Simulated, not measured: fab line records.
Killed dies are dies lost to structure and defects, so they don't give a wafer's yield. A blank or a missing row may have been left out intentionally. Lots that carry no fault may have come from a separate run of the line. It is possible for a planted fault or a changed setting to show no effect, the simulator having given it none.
Matching of chambers -- flow n5_finfet -- N5_BEOL_M10_ALD_74 on ald_metal-03 has 4 sister chambers
The step deposits TaN, target thk 2 nm, pulse time 2 s, purge time 3 s. 4 wafers are shown with their chamber, then 7 later ones without.

== WAFERS WITH THEIR CHAMBER ==
wafer,chamber,heater_power_w (W)
L078.5,1,414
L085.1,2,386
L087.1,0,392
L087.4,3,451

== WAFERS WITHOUT THEIR CHAMBER ==
wafer,heater_power_w (W)
L087.5,410
L089.1,459
L089.4,412
L089.6,393
L091.2,421
L091.5,401
L091.6,406

== WHICH CHAMBER EACH ONE RAN IN ==
wafer,from the rows above,in truth
L087.5,1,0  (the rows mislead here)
L089.1,3,3
L089.4,1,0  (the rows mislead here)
L089.6,can't be placed: 0 or 2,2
L091.2,1,1
L091.5,can't be placed: 0 or 1 or 2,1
L091.6,can't be placed: 1 or 0 or 2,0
2 of 7 placed correctly. These rows do not allow placing 3 (true chamber among the candidates in 3). Placed wrongly: 2.
How it was worked out, from the rows above alone: a wafer's distance from a chamber is the root of the sum, over the readings, of the square of ((its reading less the chamber's mean) divided by the reading's scatter). If the next closest chamber is less than 2 further off than the closest, the wafer can't be placed; otherwise it belongs to the closest. For every chamber, the mean is computed from those of its wafers that are shown. The scatter: with one shown wafer a chamber, the root of the mean of the squares of how far each hidden wafer lies from its nearest shown one.
